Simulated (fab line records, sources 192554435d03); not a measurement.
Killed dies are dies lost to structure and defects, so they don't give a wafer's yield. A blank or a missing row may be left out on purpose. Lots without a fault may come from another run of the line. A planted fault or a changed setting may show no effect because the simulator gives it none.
Which tool did it? | flow n5_finfet | 10 lots, 30 wafers sampled, at 6 steps of a route of 1938

WHAT THE GAUGES READ, wafer by wafer
N5_SD_EPI_P_INSPECT_26: inspects for defects (darkfield). Usual: raw_defect_count 169, standard deviation 31.
lot  | measured    | on                | raw_defect_count | flag
L172 | day 4 01:01 | defect_inspect-02 | 193 200 249      |
L173 | day 4 06:07 | defect_inspect-02 | 198 159 167      |
L178 | day 5 11:43 | defect_inspect-01 | 125 124 120      |
L179 | day 5 22:57 | defect_inspect-01 | 142 166 129      |
L180 | day 6 05:55 | defect_inspect-01 | 1474 1308 1398   | OFF
L181 | day 6 15:29 | defect_inspect-02 | 1512 1420 1426   | OFF
L189 | day 8 06:04 | defect_inspect-02 | 153 222 180      |
L190 | day 8 13:30 | defect_inspect-02 | 200 192 170      |
L191 | day 8 18:10 | defect_inspect-01 | 159 169 201      |
L192 | day 9 00:43 | defect_inspect-01 | 171 165 196      |

N5_SD_ACTIVATION_RS_MEAS_03: measures by four-point-probe. Usual: RS_SD_N 21.94 ohm/sq, standard deviation 0.28; RS_SD_P 56.0 ohm/sq, standard deviation 1.
lot  | measured    | on            | RS_SD_N (ohm/sq)  | RS_SD_P (ohm/sq) | flag
L172 | day 4 01:32 | film_metro-01 | 21.98 21.88 22.12 | 55.4 56.4 55.5   |
L173 | day 4 06:53 | film_metro-02 | 21.46 22.07 21.89 | 56.8 56.6 57.1   |
L178 | day 5 12:10 | film_metro-01 | 22.05 21.57 21.67 | 56.5 55.9 56.2   |
L179 | day 5 23:37 | film_metro-02 | 22.36 21.81 22.07 | 56.3 56.2 56.2   |
L189 | day 8 06:29 | film_metro-02 | 21.92 22.13 21.74 | 55.9 54.7 55.7   |
L190 | day 8 14:02 | film_metro-02 | 22.22 22.21 22.02 | 55.7 54.8 54.9   |
L191 | day 8 18:37 | film_metro-02 | 22.48 22.12 21.65 | 55.2 55.5 54.2   |
L192 | day 9 01:11 | film_metro-01 | 21.93 21.90 22.16 | 53.3 53.7 54.7   |

N5_SD_ACTIVATION_INSPECT_02: inspects for defects (darkfield). Usual: raw_defect_count 174, standard deviation 32.
lot  | measured    | on                | raw_defect_count | flag
L172 | day 4 01:49 | defect_inspect-02 | 193 187 236      |
L173 | day 4 07:12 | defect_inspect-02 | 197 163 165      |
L178 | day 5 12:29 | defect_inspect-01 | 123 120 122      |
L179 | day 5 23:56 | defect_inspect-01 | 151 173 137      |
L189 | day 8 06:49 | defect_inspect-01 | 149 212 175      |
L190 | day 8 14:21 | defect_inspect-02 | 187 197 170      |
L191 | day 8 18:55 | defect_inspect-02 | 161 169 218      |
L192 | day 9 01:28 | defect_inspect-02 | 172 183 220      |

N5_BEOL_M4_RC_MEAS_101. Usual: DIBL_N 37.0 mV/V, standard deviation 1.7; DIBL_P 36.7 mV/V, standard deviation 2; IOFF_N 0.17 nA/um, standard deviation 0.035; IOFF_P 0.22 nA/um, standard deviation 0.035; ION_N 672 uA/um, standard deviation 12; ION_P 461 uA/um, standard deviation 7.5; SS_N 71.6 mV/dec, standard deviation 0.67; SS_P 73.4 mV/dec, standard deviation 0.64; VT_N 250 mV, standard deviation 3.5; VT_P -250 mV, standard deviation 3.5.
lot  | measured     | on        | DIBL_N (mV/V)  | DIBL_P (mV/V)  | IOFF_N (nA/um) | IOFF_P (nA/um) | ION_N (uA/um) | ION_P (uA/um) | SS_N (mV/dec)  | SS_P (mV/dec)  | VT_N (mV)   | VT_P (mV)      | flag
L172 | day 8 08:05  | prober-01 | 38.7 37.0 35.7 | 41.7 39.1 36.9 | 0.22 0.16 0.14 | 0.27 0.20 0.18 | 674 664 645   | 463 454 445   | 72.6 73.0 72.5 | 75.0 73.4 73.1 | 248 254 256 | -248 -251 -253 |
L173 | day 8 19:19  | prober-02 | 37.0 37.2 36.3 | 36.5 36.3 36.4 | 0.17 0.19 0.18 | 0.25 0.25 0.25 | 665 675 685   | 462 467 473   | 71.7 72.0 71.3 | 73.2 73.1 73.8 | 249 245 244 | -244 -246 -247 |
L178 | day 10 00:00 | prober-02 | 38.4 38.6 42.0 | 38.6 38.4 41.3 | 0.21 0.21 0.31 | 0.24 0.25 0.29 | 705 695 695   | 469 471 463   | 72.5 72.0 73.7 | 73.6 73.5 75.1 | 246 244 243 | -246 -246 -246 |
L179 | day 10 03:26 | prober-01 | 36.7 36.6 36.5 | 37.4 37.3 36.7 | 0.17 0.16 0.15 | 0.20 0.20 0.20 | 681 673 662   | 467 464 454   | 71.9 71.7 71.5 | 74.2 73.3 73.5 | 252 252 254 | -252 -256 -253 |
L189 | day 13 08:39 | prober-01 | 39.6 37.1 37.6 | 42.4 39.0 39.3 | 0.21 0.16 0.15 | 0.29 0.22 0.22 | 678 670 666   | 466 467 452   | 72.8 71.3 72.0 | 73.9 73.5 73.6 | 247 250 251 | -248 -248 -249 |
L190 | day 13 12:13 | prober-01 | 36.6 36.6 37.1 | 36.0 35.7 36.4 | 0.14 0.15 0.16 | 0.21 0.21 0.21 | 662 669 672   | 460 464 461   | 72.5 71.4 71.9 | 72.9 73.2 73.1 | 251 253 251 | -250 -249 -250 |
L191 | day 13 14:22 | prober-02 | 36.6 39.4 38.0 | 36.8 40.1 38.7 | 0.13 0.18 0.15 | 0.17 0.21 0.19 | 658 662 664   | 447 452 454   | 71.6 72.6 71.6 | 73.4 73.8 74.3 | 256 249 253 | -257 -251 -254 |
L192 | day 14 10:43 | prober-02 | 35.5 36.0 35.8 | 34.4 35.2 34.2 | 0.15 0.16 0.14 | 0.20 0.22 0.20 | 675 678 664   | 467 466 461   | 72.0 71.8 71.2 | 73.6 73.5 73.1 | 250 246 251 | -250 -249 -252 |

WHICH TOOL RAN EACH LOT (tool, then ch and the chambers of the sampled wafers, then the start)
lot  | N5_SD_EPI_P_STRIP_50              | N5_ILD0_CMP_07
L172 | rie_diel-06 ch 1,2, day 3 21:56   | cmp-02 ch 1,2, day 4 05:11
L173 | rie_diel-04 ch 2,3, day 4 02:13   | cmp-01 ch 1,3, day 4 09:59
L178 | rie_diel-02 ch 0,2,3, day 5 08:40 | cmp-01 ch 1,2,3, day 5 15:31
L179 | rie_diel-04 ch 0,1,2, day 5 19:03 | cmp-04 ch 1,2,3, day 6 03:07
L180 | rie_diel-04 ch 0,1,2, day 6 00:53 | -
L181 | rie_diel-02 ch 1,2, day 6 10:21   | -
L189 | rie_diel-04 ch 0,2,3, day 8 02:58 | cmp-02 ch 1,2, day 8 10:14
L190 | rie_diel-06 ch 0,2,3, day 8 09:34 | cmp-04 ch 0,1,2, day 8 18:24
L191 | rie_diel-04 ch 0,2,3, day 8 15:05 | cmp-01 ch 0,2, day 8 22:11
L192 | rie_diel-02 ch 0,2, day 8 21:39   | cmp-04 ch 0,1, day 9 04:34
- N5_SD_EPI_P_STRIP_50: strips in CHF3/O2.
- N5_ILD0_CMP_07: polishes SiO2 flowable, stops on poly-Si, t overpolish 1.18 s, target thk 138.88 nm.

WHAT THE TOOLS THEMSELVES READ (means of the sampled wafers that have a number; where no wafer has one, the mark that the record gives instead)
N5_ILD0_CMP_07. Usual: motor_current_A 12.4 A, standard deviation 0.99.
lot  | tool   | motor_current_A (A) | flag
L172 | cmp-02 | 12.0                |
L173 | cmp-01 | 13.3                |
L178 | cmp-01 | 13.2                |
L179 | cmp-04 | 12.0                |
L189 | cmp-02 | 12.1                |
L190 | cmp-04 | 11.0                |
L191 | cmp-01 | 12.5                |
L192 | cmp-04 | 11.1                |

THE ANSWER, worked out from the rows above alone
Rule: a lot is off if the mean of its wafers that have a number lies more than 3 standard deviations from the usual mean. A lot without any number at a reading at which 4 lots or more have one is off too. The other lots that the step has rows for count as sound. The gauges are gone through in route order, then the tools' own readings, and for those a lot's mean is taken as printed above. The first step at which some lot is off is used, and at that step the reading that is off furthest; a lot without a number counts as furthest.
Off: L180, L181, at N5_SD_EPI_P_INSPECT_26 (raw_defect_count).
A tool fits if, at a process step before that reading, it ran every lot that is off, and no sound lot after the first of them. The gauges at N5_SD_EPI_P_INSPECT_26 are tried like those tools. None of those tried fits.

WHAT THE SIMULATOR HAD PUT IN
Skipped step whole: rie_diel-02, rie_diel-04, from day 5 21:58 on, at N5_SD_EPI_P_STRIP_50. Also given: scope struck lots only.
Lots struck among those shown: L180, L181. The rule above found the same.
